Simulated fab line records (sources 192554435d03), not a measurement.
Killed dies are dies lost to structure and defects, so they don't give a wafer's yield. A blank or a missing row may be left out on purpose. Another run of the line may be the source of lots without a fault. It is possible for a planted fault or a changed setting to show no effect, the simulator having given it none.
Split-lot study / flow n5-finfet / route with 1938 steps; 7 lots, 21 wafers read

## SPLIT DETAILS
At N5_BEOL_M1_ETCH_74 (etches underlayer in N2/H2, target depth 6.5 nm, time 5.2 s), the setting bias-w was moved away from the recipe's 150 W on 7 of the 21 wafers read, by -17.3% to +15.6%. The other wafers ran this setting at the recipe's value.

Reading taken at the split's own step.

## THE READING
rf-vpp-V, in V, at N5_BEOL_M1_ETCH_74 (etches underlayer in N2/H2, target depth 6.5 nm, time 5.2 s). On this fab line, fault-free wafers typically give 523.4 V with a standard deviation of 2.7 V.

wafer=L074.3; tool, chamber at the split=rie-diel-02, 0; bias-w as run, W=150; against the recipe=recipe; rf-vpp-V, V=526.0; against lot-mates on the recipe=-
wafer=L074.5; tool, chamber at the split=rie-diel-02, 0; bias-w as run, W=150; against the recipe=recipe; rf-vpp-V, V=526.6; against lot-mates on the recipe=-
wafer=L074.6; tool, chamber at the split=rie-diel-02, 3; bias-w as run, W=150; against the recipe=recipe; rf-vpp-V, V=517.6; against lot-mates on the recipe=-
wafer=L076.1; tool, chamber at the split=rie-diel-03, 1; bias-w as run, W=150; against the recipe=recipe; rf-vpp-V, V=523.9; against lot-mates on the recipe=-
wafer=L076.3; tool, chamber at the split=rie-diel-03, 3; bias-w as run, W=150; against the recipe=recipe; rf-vpp-V, V=526.0; against lot-mates on the recipe=-
wafer=L076.5; tool, chamber at the split=rie-diel-03, 0; bias-w as run, W=150; against the recipe=recipe; rf-vpp-V, V=520.3; against lot-mates on the recipe=-
wafer=L080.1; tool, chamber at the split=rie-diel-03, 1; bias-w as run, W=168.1; against the recipe=+12.1%; rf-vpp-V, V=562.5; against lot-mates on the recipe=+37.5
wafer=L080.3; tool, chamber at the split=rie-diel-03, 0; bias-w as run, W=168.1; against the recipe=+12.1%; rf-vpp-V, V=561.0; against lot-mates on the recipe=+36.0
wafer=L080.4; tool, chamber at the split=rie-diel-03, 3; bias-w as run, W=150; against the recipe=recipe; rf-vpp-V, V=525.0; against lot-mates on the recipe=-
wafer=L083.1; tool, chamber at the split=rie-diel-02, 2; bias-w as run, W=159.6; against the recipe=+6.4%; rf-vpp-V, V=547.4; against lot-mates on the recipe=+26.1
wafer=L083.4; tool, chamber at the split=rie-diel-02, 1; bias-w as run, W=150; against the recipe=recipe; rf-vpp-V, V=521.3; against lot-mates on the recipe=-
wafer=L083.5; tool, chamber at the split=rie-diel-02, 3; bias-w as run, W=159.6; against the recipe=+6.4%; rf-vpp-V, V=541.7; against lot-mates on the recipe=+20.4
wafer=L087.1; tool, chamber at the split=rie-diel-02, 2; bias-w as run, W=150; against the recipe=recipe; rf-vpp-V, V=523.7; against lot-mates on the recipe=-
wafer=L087.5; tool, chamber at the split=rie-diel-02, 2; bias-w as run, W=173.4; against the recipe=+15.6%; rf-vpp-V, V=573.8; against lot-mates on the recipe=+52.5
wafer=L087.6; tool, chamber at the split=rie-diel-02, 3; bias-w as run, W=150; against the recipe=recipe; rf-vpp-V, V=518.9; against lot-mates on the recipe=-
wafer=L090.1; tool, chamber at the split=rie-diel-03, 2; bias-w as run, W=150; against the recipe=recipe; rf-vpp-V, V=519.3; against lot-mates on the recipe=-
wafer=L090.5; tool, chamber at the split=rie-diel-03, 1; bias-w as run, W=150; against the recipe=recipe; rf-vpp-V, V=523.9; against lot-mates on the recipe=-
wafer=L090.6; tool, chamber at the split=rie-diel-03, 0; bias-w as run, W=150; against the recipe=recipe; rf-vpp-V, V=520.8; against lot-mates on the recipe=-
wafer=L093.2; tool, chamber at the split=rie-diel-04, 0; bias-w as run, W=124.1; against the recipe=-17.3%; rf-vpp-V, V=461.2; against lot-mates on the recipe=-64.9
wafer=L093.4; tool, chamber at the split=rie-diel-04, 0; bias-w as run, W=124.1; against the recipe=-17.3%; rf-vpp-V, V=461.1; against lot-mates on the recipe=-65.0
wafer=L093.6; tool, chamber at the split=rie-diel-04, 3; bias-w as run, W=150; against the recipe=recipe; rf-vpp-V, V=526.1; against lot-mates on the recipe=-

FIT RESULTS
A straight line over all 21 wafers: rf-vpp-V changes by +3.42 V for each +1% of bias-w; r = +0.99; the points scatter about the line by 2.9 V.
The same after taking each lot's own level away (the mean of its wafers on the recipe; 21 wafers): +3.52 V for each +1%; r = +0.99; scatter 3.2 V.
Per that fit: largest bias-w move, reading shift of 61 V.
The span of the lots' own levels, 521.30 to 526.10 V, comes to 1.8 times the standard deviation stated above.
Consequently the slope shifts little with the lot-to-lot level, the two slopes agreeing.
Check: for one of the wafers moved furthest among these (-17.3%), held out of the fit, the line's prediction against its lot-mates is -60.2 V. It came out at -64.9 V against them.
Tool readings at the split's step, against how far the setting was moved: rf-vpp-V r = +0.99.

## THE OTHER SPLITS THESE WAFERS WENT THROUGH
Before the reading, these wafers also passed through other splits. Each is held against what the fit with the lots' levels taken away leaves over:
other split on the same wafers=N5_GATE_CUT_ETCH_58 bias-w; wafers away from the commonest value=4; r with rf-vpp-V (lot level and that fit taken away)=+0.06
other split on the same wafers=N5_MOL_CONTACT_COAG_COAT_58 spin-rpm; wafers away from the commonest value=8; r with rf-vpp-V (lot level and that fit taken away)=+0.27
other split on the same wafers=N5_MOL_CONTACT_COAG_ETCH_105 bias-w; wafers away from the commonest value=9; r with rf-vpp-V (lot level and that fit taken away)=-0.32
other split on the same wafers=N5_MOL_CONTACT_COAG_ALD_27 time-s; wafers away from the commonest value=6; r with rf-vpp-V (lot level and that fit taken away)=+0.02
other split on the same wafers=N5_BEOL_M0_SAQP_PECVD_96 time-s; wafers away from the commonest value=6; r with rf-vpp-V (lot level and that fit taken away)=-0.15
other split on the same wafers=N5_BEOL_M0_SAQP_SPACER2_ALD_26 target-thk-a; wafers away from the commonest value=4; r with rf-vpp-V (lot level and that fit taken away)=-0.38
other split on the same wafers=N5_BEOL_M0_SAQP_COAT_69 spin-rpm; wafers away from the commonest value=5; r with rf-vpp-V (lot level and that fit taken away)=+0.16

## FILE'S OWN FIT
rf-vpp-V changes by +3.48 V for each +1% of bias-w, r = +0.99.
